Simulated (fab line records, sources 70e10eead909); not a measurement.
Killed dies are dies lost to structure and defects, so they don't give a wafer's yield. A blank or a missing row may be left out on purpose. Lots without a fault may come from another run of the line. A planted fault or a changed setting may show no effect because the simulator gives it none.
A struck lot beside a sound one | flow nand_harc | 44 steps out of a route of 1302
Sound: wafers L477.3, L477.4, L477.6. Struck: wafers L485.1, L485.4, L485.5. The cause comes at the end.
At each step with rows: each side's tool, then ch and its chambers, then its first start. Under that, the readings that differ: sound wafers | struck wafers | difference of the means | sigmas: that difference in standard deviations of wafers without a fault.
alike: readings whose means differ by less than 2 such deviations, and words and numbers that are the same on both sides. not compared: withheld readings, readings that some wafer has no value for, bounds like >300 that may hide the same value, and numbers for which the record gives no deviation and whose values overlap.
The two part at a step that has a row with sigmas, a row that says differs or no value, or rows on one side only. Numbers that don't overlap but have no deviation are shown without sigmas and don't part them. A reading that every wafer of one side lacks parts them only if that side has two wafers or more.

NHARC_A_CONTACT_INSPECT_44:
  sound on defect_inspect-02, day 25 12:29; struck on defect_inspect-01, day 28 16:55
  alike: raw_defect_count
then, 5 steps without rows for these wafers: NHARC_A_CONTACT_DESCUM_47 (chemistry O2, time 3 s); NHARC_A_CONTACT_ETCH_48 (etches the open film in CF4, target depth 39 nm, time 65 s); NHARC_A_CONTACT_ETCH_49 (etches the open film in N2/H2, target depth 260 nm, time 475.3 s); NHARC_A_CONTACT_ETCH_50 (etches the open film in CF4/CHF3, target depth 121 nm, time 60.5 s); NHARC_A_CONTACT_ETCH_51 (etches the open film in O2/COS, target depth 7000 nm, time 1820 s).
NHARC_A_CONTACT_ETCH_111: etches the open film in C4F8/O2/Ar, time 140 s, target depth 700 nm.
  sound on har_cap_etch-02 ch 0,1, day 25 14:26; struck on har_cap_etch-03 ch 0, day 28 18:51
  alike: chamber_pressure_mTorr
  not compared: rf_hours_counter_h
then, 1 step without rows for these wafers: NHARC_A_CONTACT_ETCH_112 (etches the open film in C4F8/O2/Ar, time 190 s, target depth 1850 nm).
NHARC_A_CONTACT_ETCH_113: etches the open film in C4F8/O2/Ar, time 190 s, target depth 1850 nm.
  sound on har_cap_etch-02 ch 0,1, day 25 14:48; struck on har_cap_etch-03 ch 0, day 28 19:13
  alike: chamber_pressure_mTorr
  not compared: rf_hours_counter_h
then, 1 step without rows for these wafers: NHARC_A_CONTACT_ETCH_114 (etches the open film in C4F8/O2/Ar, time 190 s, target depth 1850 nm).
NHARC_A_CONTACT_ETCH_115: etches the open film in C4F8/O2/Ar, time 190 s, target depth 1850 nm.
  sound on har_cap_etch-02 ch 0,1, day 25 15:08; struck on har_cap_etch-03 ch 0, day 28 19:34
  alike: chamber_pressure_mTorr
  not compared: rf_hours_counter_h
NHARC_A_CONTACT_ETCH_116: etches the open film in C4F8/O2/Ar, time 190 s, target depth 1850 nm.
  sound on har_cap_etch-02 ch 0,1, day 25 15:19; struck on har_cap_etch-03 ch 0, day 28 19:44
  alike: chamber_pressure_mTorr
  not compared: rf_hours_counter_h
NHARC_A_CONTACT_ETCH_117: etches the open film in C4F8/O2/Ar, time 190 s, target depth 1850 nm.
  sound on har_cap_etch-02 ch 0,1, day 25 15:29; struck on har_cap_etch-03 ch 0, day 28 19:54
  alike: chamber_pressure_mTorr
  not compared: rf_hours_counter_h
then, 3 steps without rows for these wafers: NHARC_A_CONTACT_ETCH_118 (etches the open film in C4F8/O2/Ar, time 190 s, target depth 1850 nm); NHARC_A_CONTACT_ETCH_119 (etches the open film in C4F8/O2/Ar, time 190 s, target depth 1850 nm); NHARC_A_CONTACT_ETCH_120 (etches the open film in C4F8/O2/Ar, time 190 s, target depth 1850 nm).
NHARC_A_CONTACT_ETCH_121: etches the open film in C4F8/O2/Ar, time 190 s, target depth 1850 nm.
  sound on har_cap_etch-02 ch 0,1, day 25 16:10; struck on har_cap_etch-03 ch 0, day 28 20:35
  alike: chamber_pressure_mTorr
  not compared: rf_hours_counter_h
then, 4 steps without rows for these wafers: NHARC_A_CONTACT_ETCH_122 (etches the open film in C4F8/O2/Ar, time 190 s, target depth 1850 nm); NHARC_A_CONTACT_ETCH_123 (etches the open film in C4F8/O2/Ar, time 490 s, target depth 2110 nm); NHARC_A_CONTACT_ETCH_90 (etches the open film in CH3F/O2, target depth 40 nm, time 85.7 s); NHARC_A_CONTACT_ETCH_96 (etches the open film in C4F6/O2, target depth 20 nm, time 10 s).
NHARC_A_CONTACT_CD_MEAS_53:
  sound on cd_sem-02, day 25 17:41; struck on cd_sem-01, day 28 22:05
  alike: cd_nm
then, 18 steps without rows for these wafers: NHARC_A_CONTACT_STRIP_99 (strips in N2/H2); NHARC_A_CONTACT_STRIP_100 (strips in CF4/CHF3); NHARC_A_CONTACT_STRIP_101 (strips in O2/COS); NHARC_A_CONTACT_ETCH_102 (etches the open film in CF4/O2, target depth 100 nm, overetch 10 nm, time 55 s); NHARC_A_CONTACT_STRIP_55 (strips in O2); NHARC_A_CONTACT_STRIP_56 (strips in post etch residue remover, time 600 s); NHARC_A_CONTACT_DEP_57 (deposits aC, target thk 5300 nm); NHARC_A_CONTACT_DEP_58 (deposits SiON, target thk 90 nm); NHARC_A_CONTACT_DEHYDRATE_59 (time 120 s); NHARC_A_CONTACT_HMDS_60 (time 30 s); NHARC_A_CONTACT_COAT_61 (time 75 s); NHARC_A_CONTACT_COAT_62 (time 65 s); NHARC_A_CONTACT_COAT_63 (resist thk 90 nm); NHARC_A_CONTACT_SOFTBAKE_64 (time 55 s); NHARC_A_CONTACT_EBR_65; NHARC_A_CONTACT_EXPOSE_66 (exposes mask A CC 2); NHARC_A_CONTACT_PEB_67 (peb time 65 s); NHARC_A_CONTACT_DEVELOP_68 (develop time 35 s).
NHARC_A_CONTACT_CD_MEAS_69: target cd 300 nm.
  sound on cd_sem-02 ch 0, day 26 01:17; struck on cd_sem-01 ch 0, day 29 08:30
  alike: cd_nm
NHARC_A_CONTACT_OVL_MEAS_70:
  sound on overlay-01, day 26 01:23; struck on overlay-02, day 29 08:35
  alike: overlay_x_nm, overlay_y_nm
NHARC_A_CONTACT_DESCUM_74: chemistry O2, time 3 s.
  sound on rie_diel-04 ch 1,2, day 26 01:29; struck on rie_diel-04 ch 0,3, day 29 18:49
  reading | sound | struck                                                                     | difference                   | sigmas
  hold    | - - - | await_dispo/9.9h/release await_dispo/9.9h/release await_dispo/9.9h/release | no value on the sound wafers |
  alike: chamber_pressure_mTorr, drypump_motor_current_A, oes_product_au, rf_vpp_V, showerhead_plenum_p_Torr, throttle_valve_pct
  not compared: rf_hours_counter_h
-- the record jumps here: 3 days lie between the struck wafers' starts before and after (it left off in module A_CONTACT and takes up again in module END, whose first step shown is number 1302 of the route) --
NHARC_END_SORT_01:
  sound on prober-01 ch 0, day 28 15:54; struck on prober-01 ch 0, day 32 22:35
  reading         | sound    | struck      | difference | sigmas
  killed_at_array | 28 38 42 | 120 119 111 | +81        | +4
  killed_dies     | 34 45 47 | 125 123 117 | +80        | +4
  killed_short    | 3 3 9    | 2 1 2       | -3         | -2
  alike: killed_at_other, killed_at_periphery, killed_open

WHERE THEY PART
First at NHARC_A_CONTACT_DESCUM_74; last, within this record, at NHARC_END_SORT_01.

WHY: what the simulator had put in
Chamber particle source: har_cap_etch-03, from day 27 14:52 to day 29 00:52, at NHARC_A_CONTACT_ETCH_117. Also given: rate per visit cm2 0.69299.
